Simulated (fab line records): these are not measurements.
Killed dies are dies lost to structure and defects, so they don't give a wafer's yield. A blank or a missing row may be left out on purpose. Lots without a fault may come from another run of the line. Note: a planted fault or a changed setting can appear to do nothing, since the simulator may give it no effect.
Matching of chambers / flow n5_finfet / N5_BEOL_M1_CMP_52 on cmp-03: 4 sister chambers
The step polishes, stops on SiOC, t overpolish 6.8 s, target thk 40 nm. 4 wafers are shown with their chamber, then 7 later ones without.

## WAFERS, EACH WITH ITS CHAMBER
wafer=L080.1; chamber=3; motor_current_A (A)=6.9
wafer=L080.2; chamber=1; motor_current_A (A)=5.9
wafer=L081.2; chamber=0; motor_current_A (A)=4.9
wafer=L081.4; chamber=2; motor_current_A (A)=5.3

## WAFERS MISSING THEIR CHAMBER
wafer=L081.5; motor_current_A (A)=5.2
wafer=L087.1; motor_current_A (A)=4.9
wafer=L087.4; motor_current_A (A)=5.3
wafer=L087.6; motor_current_A (A)=5.3
wafer=L092.2; motor_current_A (A)=5.1
wafer=L092.3; motor_current_A (A)=7.0
wafer=L092.4; motor_current_A (A)=5.4

## WHICH CHAMBER EACH WENT THROUGH
wafer=L081.5; from the rows above=2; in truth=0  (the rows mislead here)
wafer=L087.1; from the rows above=0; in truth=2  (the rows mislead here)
wafer=L087.4; from the rows above=2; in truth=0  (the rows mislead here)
wafer=L087.6; from the rows above=2; in truth=2
wafer=L092.2; from the rows above=can't be placed: 0 or 2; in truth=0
wafer=L092.3; from the rows above=3; in truth=3
wafer=L092.4; from the rows above=2; in truth=2
3 of 7 placed correctly. Not placeable from these rows: 1 (in 1, the candidates include the true chamber). Placed wrongly: 3.
How it was worked out, from the rows above alone: a wafer's distance from a chamber is the root of the sum, over the readings, of the square of ((its reading less the chamber's mean) divided by the reading's scatter). If the next closest chamber is less than 2 further off than the closest, the wafer can't be placed; otherwise it belongs to the closest. Each chamber's mean is taken over the wafers shown for it. The scatter (one wafer shown for each chamber): square how far every hidden wafer sits from the nearest shown wafer, average those squares and take the square root.
